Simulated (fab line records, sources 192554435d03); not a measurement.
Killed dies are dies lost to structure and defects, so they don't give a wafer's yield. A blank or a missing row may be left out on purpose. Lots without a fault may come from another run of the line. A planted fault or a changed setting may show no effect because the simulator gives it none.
Split-lot experiment | flow n5_finfet | 7 lots, 21 wafers read, on a route of 1938 steps

THE SPLIT
At N5_HKMG_FIN_ETCH_35 (etches SOC in N2/H2, target depth 215.8 nm, time 243.4 s), the setting bias_w was moved away from the recipe's 5 W on 7 of the 21 wafers read, by -16.0% to +14.2%. The other wafers ran this setting at the recipe's value.

The reading is taken at the split's own step.

THE READING
rf_vpp_V, in V, at N5_HKMG_FIN_ETCH_35 (etches SOC in N2/H2, target depth 215.8 nm, time 243.4 s). Fault-free wafers of this fab line usually give 141.7 V, standard deviation 1 V.

wafer  | tool, chamber at the split | bias_w as run, W | against the recipe | rf_vpp_V, V | against lot-mates on the recipe
L074.1 | rie_diel-06, 2             | 5                | recipe             | 142.4       | -
L074.3 | rie_diel-06, 0             | 4.389            | -12.2%             | 128.2       | -14.2
L074.4 | rie_diel-06, 3             | 4.389            | -12.2%             | 129.9       | -12.5
L076.1 | rie_diel-06, 1             | 5                | recipe             | 141.6       | -
L076.2 | rie_diel-06, 0             | 5                | recipe             | 140.9       | -
L076.5 | rie_diel-06, 0             | 5                | recipe             | 141.1       | -
L077.1 | rie_diel-05, 0             | 5                | recipe             | 142.5       | -
L077.4 | rie_diel-05, 2             | 5                | recipe             | 141.1       | -
L077.5 | rie_diel-05, 3             | 5                | recipe             | 141.8       | -
L079.2 | rie_diel-05, 3             | 5.712            | +14.2%             | 155.6       | +13.5
L079.3 | rie_diel-05, 0             | 5.712            | +14.2%             | 155.5       | +13.4
L079.6 | rie_diel-05, 3             | 5                | recipe             | 142.1       | -
L084.1 | rie_diel-03, 0             | 5                | recipe             | 140.7       | -
L084.3 | rie_diel-03, 3             | 5                | recipe             | 143.5       | -
L084.4 | rie_diel-03, 1             | 5                | recipe             | 142.7       | -
L090.1 | rie_diel-05, 3             | 5                | recipe             | 142.4       | -
L090.2 | rie_diel-05, 0             | 4.202            | -16.0%             | 127.1       | -14.7
L090.6 | rie_diel-05, 3             | 5                | recipe             | 141.2       | -
L091.1 | rie_diel-05, 2             | 4.259            | -14.8%             | 128.6       | -13.7
L091.3 | rie_diel-05, 0             | 5                | recipe             | 142.3       | -
L091.6 | rie_diel-05, 2             | 4.259            | -14.8%             | 127.9       | -14.4

THE FIT
A straight line over all 21 wafers: rf_vpp_V changes by +0.96 V for each +1% of bias_w; r = +0.99; the points scatter about the line by 0.85 V.
The same after taking each lot's own level away (the mean of its wafers on the recipe; 21 wafers): +0.97 V for each +1%; r = +0.99; scatter 0.83 V.
On that fit, the largest move of bias_w shifts the reading by 15 V.
The lots' own levels span 141.20 to 142.40 V, that is 1.2 times the standard deviation above.
So the lot-to-lot level changes the slope little: the two slopes agree.
Check: with one of the wafers moved furthest among these (-16.0%) left out of the fit, the line predicts -15.8 V for it against its lot-mates. It came out at -14.7 V against them.
Tool readings at the split's step, against how far the setting was moved: rf_vpp_V r = +0.99.

OTHER SPLITS ON THESE WAFERS
These wafers also went through other splits before the reading. Each is held against what the fit with the lots' levels taken away leaves over:
other split on the same wafers       | wafers away from the commonest value | r with rf_vpp_V (lot level and that fit taken away)
N5_SD_EPI_N_EPI_21 epi_growth_time_s | 6                                    | +0.20
N5_ILD0_CMP_12 down_force_psi        | 9                                    | +0.04
N5_SDB_COAT_03 spin_rpm              | 8                                    | +0.15
N5_HKMG_FIN_ETCH_55 time_s           | 6                                    | -0.11
N5_HKMG_FIN_ETCH_58 source_w         | 9                                    | -0.06
N5_HKMG_FIN_PEB_10 peb_time_s        | 8                                    | -0.14

THE WHOLE CHAIN: every reading that the file lists as answering this split, in the file's order
step                | what it does                                             | reading                                                                         | change (the file's fit)              | r (the file's)
N5_HKMG_FIN_ETCH_35 | etches SOC in N2/H2, target depth 215.8 nm, time 243.4 s | rf_vpp_V                                                                        | +0.963 V for each +1% of the setting | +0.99
N5_HKMG_FIN_ETCH_35 | etches SOC in N2/H2, target depth 215.8 nm, time 243.4 s | SOC_of_HKMG_FIN_COAT_29.thk_nm (the simulator's own value, which no gauge read) | -1.12 nm for each +1% of the setting | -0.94
N5_HKMG_FIN_ETCH_35 | etches SOC in N2/H2, target depth 215.8 nm, time 243.4 s | etch.depth_nm (the simulator's own value, which no gauge read)                  | +1.12 nm for each +1% of the setting | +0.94
N5_HKMG_FIN_ETCH_35 | etches SOC in N2/H2, target depth 215.8 nm, time 243.4 s | HKMG_FIN.feature_depth_nm (the simulator's own value, which no gauge read)      | +1.12 nm for each +1% of the setting | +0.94

THE FILE'S OWN FIT
rf_vpp_V changes by +0.963 V for each +1% of bias_w, r = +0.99.
